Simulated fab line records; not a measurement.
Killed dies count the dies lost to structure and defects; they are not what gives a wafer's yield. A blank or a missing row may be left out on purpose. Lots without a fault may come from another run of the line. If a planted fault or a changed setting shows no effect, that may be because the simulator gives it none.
Comparing a struck lot with a sound one :: flow n5 finfet :: 39 out of 1938 route steps
Sound: wafers L446.1, L446.3, L446.5. Struck: wafer L447.3 (L447.4, L447.6, from the same lot, were not struck and are left out); the cause is given at the end.
At each step with rows: each side's tool, then ch and its chambers, then its first start. Under that, the readings that differ: sound wafers :: struck wafers :: difference of the means :: sigmas: that difference in standard deviations of wafers without a fault.
alike: same words and numbers on both sides, and readings whose means sit less than 2 such deviations apart. not compared: any withheld reading, any reading some wafer has no value for, any bound like >300 that may hide the same value, and any number with overlapping values for which the record gives no deviation.
Wherever a step has rows on one side only, a row that says differs or no value, or a row with sigmas, the two part there. When numbers do not overlap yet have no deviation, they are printed without sigmas and do not part them. A reading that every wafer of one side lacks parts them only if that side has two wafers or more.

first, 10 steps without rows for these wafers: N5_BEOL_M1_STRIP_36 (strips in N2/H2); N5_BEOL_M1_TRENCH_ETCH_37 (etches SiOC in C4F6/O2, target depth 55.207 nm, time 29 s); N5_BEOL_M1_ETCH_41 (etches SiCN in CH3F/O2, target depth 31.9 nm, time 57.8 s); N5_BEOL_M1_STRIP_97 (strips in N2/H2, time 10 s); N5_BEOL_M1_HM_STRIP_39 (strips TiN in peroxide tin strip, target depth 25 nm, time 158 s); N5_BEOL_M1_SRD_40 (time 30 s); N5_BEOL_M1_PRECLEAN_42 (cleans in residue remover, time 60 s); N5_BEOL_M1_SRD_43 (time 30 s); N5_BEOL_M1_DEGAS_44 (time 60 s); N5_BEOL_M1_PRE_CLEAN_45 (time 30 s).
N5_BEOL_M1_ALD_84: deposits TaN, pulse time 2 s, purge time 3 s, co reactant purge time 2 s.
  sound on ald metal-03 ch 1,2,3, day 7 23:23; struck on ald metal-03 ch 2, day 8 05:24
  alike: heater power w
  not compared: since wet clean h
then, 26 steps without rows for these wafers: N5_BEOL_M1_SURFACE_TREAT_85; N5_BEOL_M1_CVD_47 (deposits Co from CCTBA/H2, target thk 3 nm, time 223.8 s); N5_BEOL_M1_SPUTTER_48 (material Cu, target thk 4.5 nm, time 8.29 s); N5_BEOL_M1_ANNEAL_49 (time 240 s); N5_BEOL_M1_SPUTTER_79 (material Cu, target thk 4.5 nm, time 8.29 s); N5_BEOL_M1_ANNEAL_80 (time 240 s); N5_BEOL_M1_SPUTTER_81 (material Cu, target thk 4.5 nm, time 8.29 s); N5_BEOL_M1_ANNEAL_82 (time 240 s); N5_BEOL_M1_SPUTTER_86 (material Cu, target thk 4.5 nm, time 8.29 s); N5_BEOL_M1_ANNEAL_87 (time 240 s); N5_BEOL_M1_SPUTTER_88 (material Cu, target thk 4.5 nm, time 8.29 s); N5_BEOL_M1_ANNEAL_89 (time 240 s); N5_BEOL_M1_SPUTTER_90 (material Cu, target thk 4.5 nm, time 8.29 s); N5_BEOL_M1_ANNEAL_91 (time 240 s); N5_BEOL_M1_SPUTTER_92 (material Cu, target thk 4.5 nm, time 8.29 s); N5_BEOL_M1_ANNEAL_93 (time 240 s); N5_BEOL_M1_SPUTTER_94 (material Cu, target thk 4.5 nm, time 8.29 s); N5_BEOL_M1_ANNEAL_95 (time 240 s); N5_BEOL_M1_SPUTTER_96 (material Cu, target thk 4.5 nm, time 8.29 s); N5_BEOL_M1_ECD_50 (material Cu, target thk 300 nm); N5_BEOL_M1_ANNEAL_51 (time 90 s); N5_BEOL_M1_CMP_52 (polishes, stops on SiOC, t overpolish 6.8 s, target thk 40 nm); N5_BEOL_M1_PRE_CLEAN_60 (time 15 s); N5_BEOL_M1_CO_CAP_55 (material Co, precursor CCTBA/H2, target thk 2 nm, time 102.1 s); N5_BEOL_M1_PRE_CLEAN_56 (time 15 s); N5_BEOL_M1_DEP_57 (deposits SiCN from 3MS/NH3, target thk 8 nm, time 14 s).
-- the record jumps here: 3 days lie between the struck wafers' starts before and after (it left off in module BEOL_M1 and takes up again in module BEOL_M4, whose first step shown is number 1111 of the route) --
N5_BEOL_M4_RC_MEAS_101:
  sound on prober-02 ch 0, day 10 15:21; struck on prober-01 ch 0, day 10 19:11
reading: COMB_M1_max_site (S/m)
sound: 6.5e-11 7e-11 7.2e-11
struck: 3.71e-10
difference: +3.02e-10
sigmas: +17

reading: SS_N (mV/dec)
sound: 71.4 72.2 71.2
struck: 70.4
difference: -1.2
sigmas: -3
  alike: DIBL_N, DIBL_P, IOFF_N, IOFF_P, ION_N, ION_P, SS_P, VT_N, VT_P
-- a jump in the record: the struck wafers' starts before and after are 5 days apart (it breaks off in module BEOL_M4 and resumes in module PASSIVATION, where the first step shown is number 1936 of the route) --
N5_PASSIVATION_PROBE_49:
  struck on prober-01, day 15 09:32; sound on prober-01, day 15 04:39
reading: killed_at_M0_to_M3
sound: 27 11 30
struck: 71
difference: +48
sigmas: +5

reading: killed at contacts
sound: 27 18 20
struck: 9
difference: -13
sigmas: -2

reading: killed at front end
sound: 44 63 40
struck: 24
difference: -25
sigmas: -2

reading: killed on rim
sound: 16 15 13
struck: 24
difference: +9
sigmas: +3

reading: sort_bin_4_leakage (%)
sound: 0 0 0
struck: 2.54
difference: +2.54
sigmas: 
  alike: defect limited yield, killed_at_M4_up, killed at other, killed dies, killed open, killed short, sort_bin_5_function, sort_bin_6_memory, sort n pass, sort yield pct

== WHERE THEY PART ==
First at N5_BEOL_M4_RC_MEAS_101; last, within this record, at N5_PASSIVATION_PROBE_49.

WHY: whatever the simulator had introduced
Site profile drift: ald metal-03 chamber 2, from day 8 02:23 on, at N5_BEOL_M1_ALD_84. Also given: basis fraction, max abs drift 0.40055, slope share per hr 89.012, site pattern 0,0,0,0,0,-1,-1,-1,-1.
